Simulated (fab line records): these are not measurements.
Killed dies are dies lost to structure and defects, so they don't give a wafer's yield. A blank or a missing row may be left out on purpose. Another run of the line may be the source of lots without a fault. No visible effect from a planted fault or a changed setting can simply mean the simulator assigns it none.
Chamber matching -- flow n5-finfet -- 4 sister chambers for N5_GATE_CUT_STRIP_42 on rie-diel-02
The step strips in O2. 4 wafers are shown with their chamber, then 12 later ones without.

WAFERS PAIRED WITH THEIR CHAMBERS
wafer,chamber,drypump-motor-current-A (A)
L083.5,3,5.6
L092.1,0,5.1
L092.2,1,5.6
L092.3,2,6.1

WAFERS WITH NO CHAMBER GIVEN
wafer,drypump-motor-current-A (A)
L092.4,5.6
L092.5,5.6
L092.6,5.1
L093.2,6.0
L093.3,5.6
L093.5,5.1
L094.1,5.6
L094.2,5.1
L094.3,6.0
L096.1,5.6
L096.5,5.7
L096.6,6.1

THE CHAMBER EACH PASSED THROUGH
wafer,from the rows above,in truth
L092.4,can't be placed: 1 or 3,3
L092.5,can't be placed: 1 or 3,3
L092.6,0,0
L093.2,2,2
L093.3,can't be placed: 1 or 3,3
L093.5,0,0
L094.1,can't be placed: 1 or 3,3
L094.2,0,0
L094.3,2,2
L096.1,can't be placed: 1 or 3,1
L096.5,can't be placed: 1 or 3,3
L096.6,2,2
Correct placement for 6 of the 12. Cannot be placed on the basis of these rows: 6; the candidates contain the true chamber in 6. Number placed wrongly: 0.
How it was worked out, from the rows above alone: a wafer's distance from a chamber is the root of the sum, over the readings, of the square of ((its reading less the chamber's mean) divided by the reading's scatter). The wafer belongs to the nearest chamber; if the next one is less than 2 further off, it can't be placed. The mean given for a chamber averages the wafers shown for that chamber. The scatter: root of mean squared gap, hidden wafer to nearest shown wafer, with one shown wafer a chamber.
